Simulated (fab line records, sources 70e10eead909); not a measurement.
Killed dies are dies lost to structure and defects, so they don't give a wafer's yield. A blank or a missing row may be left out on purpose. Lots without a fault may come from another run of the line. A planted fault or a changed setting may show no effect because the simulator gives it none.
Tool commonality check | flow nand_harc | 2 lots, 6 wafers sampled

WHY IT WAS OPENED
At NHARC_END_SORT_01 the reading killed_at_periphery is flagged on 2 of 2 lots. Wafers without a fault read 2.9, standard deviation 1.7.
Rule: a lot is flagged when every wafer of it that has a number lies more than 4 standard deviations from that mean, or none has a number. The other lots count as sound.

lot  | measured     | on        | killed_at_periphery, wafer by wafer | flag
L670 | day 20 17:37 | prober-02 | 655 645 653                         | FLAGGED
L671 | day 21 02:35 | prober-02 | 633 640 639                         | FLAGGED
The numbers of the flagged lots are 644.2 on average: +641.3 against the usual, or +99 or more standard deviations.

WHICH TOOL RAN EACH LOT
The record holds 4 process steps before the reading, out of a route of 1159 steps. In each cell: the tool, then ch and the chambers that the sampled wafers went through, then the start.
lot  | flag    | NHARC_P_GATE_RTA_64             | NHARC_P_GATE_DEGAS_109      | NHARC_P_M0_ETCH_34              | NHARC_P_M0_STRIP_18
L670 | FLAGGED | rtp_anneal-01 ch 0, day 7 01:51 | pvd_sputter-02, day 7 02:10 | rie_diel-08 ch 1,2, day 7 09:18 | rie_diel-03 ch 0,2,3, day 7 09:40
L671 | FLAGGED | rtp_anneal-01 ch 0, day 7 04:03 | pvd_sputter-02, day 7 04:26 | rie_diel-03 ch 1,3, day 7 12:56 | rie_diel-01 ch 1,2,3, day 7 13:16
What these steps do:
- NHARC_P_GATE_RTA_64: time 1 s.
- NHARC_P_GATE_DEGAS_109: time 60 s.
- NHARC_P_M0_ETCH_34: etches the open film in N2/H2, target depth 40 nm, overetch 12 nm, time 43.94 s.
- NHARC_P_M0_STRIP_18: strips in N2/H2.
- NHARC_END_SORT_01

FLAGGED OVER TOTAL, TOOL BY TOOL (the gauges that took the reading come last)
step                   | tool           | lots run | flagged | share of the flagged lots | sound lots run after its first flagged lot
NHARC_P_GATE_RTA_64    | rtp_anneal-01  | 2        | 2       | all                       | 0
NHARC_P_GATE_DEGAS_109 | pvd_sputter-02 | 2        | 2       | all                       | 0
NHARC_P_M0_ETCH_34     | rie_diel-03    | 1        | 1       | some                      | 0
NHARC_P_M0_ETCH_34     | rie_diel-08    | 1        | 1       | some                      | 0
NHARC_P_M0_STRIP_18    | rie_diel-01    | 1        | 1       | some                      | 0
NHARC_P_M0_STRIP_18    | rie_diel-03    | 1        | 1       | some                      | 0
NHARC_END_SORT_01      | prober-02      | 2        | 2       | all                       | 0

WHAT THE TABLE ALLOWS
3 rows of the table ran every flagged lot: rtp_anneal-01 at NHARC_P_GATE_RTA_64, pvd_sputter-02 at NHARC_P_GATE_DEGAS_109, prober-02 at NHARC_END_SORT_01.
- rtp_anneal-01 at NHARC_P_GATE_RTA_64: 2 of its 2 lots flagged. It ran no sound lot before its first flagged lot in this sample, so the start can't be narrowed down.
- pvd_sputter-02 at NHARC_P_GATE_DEGAS_109: 2 of its 2 lots flagged. It ran no sound lot before its first flagged lot in this sample, so the start can't be narrowed down.
- prober-02 at NHARC_END_SORT_01: 2 of its 2 lots flagged. It ran no sound lot before its first flagged lot in this sample, so the start can't be narrowed down.
Counting lots can't tell these 3 tools apart, because each fits a fault that began at some hour. More lots, or a look at what each step does to the wafer, might.

WHAT THE SIMULATOR HAD PUT IN
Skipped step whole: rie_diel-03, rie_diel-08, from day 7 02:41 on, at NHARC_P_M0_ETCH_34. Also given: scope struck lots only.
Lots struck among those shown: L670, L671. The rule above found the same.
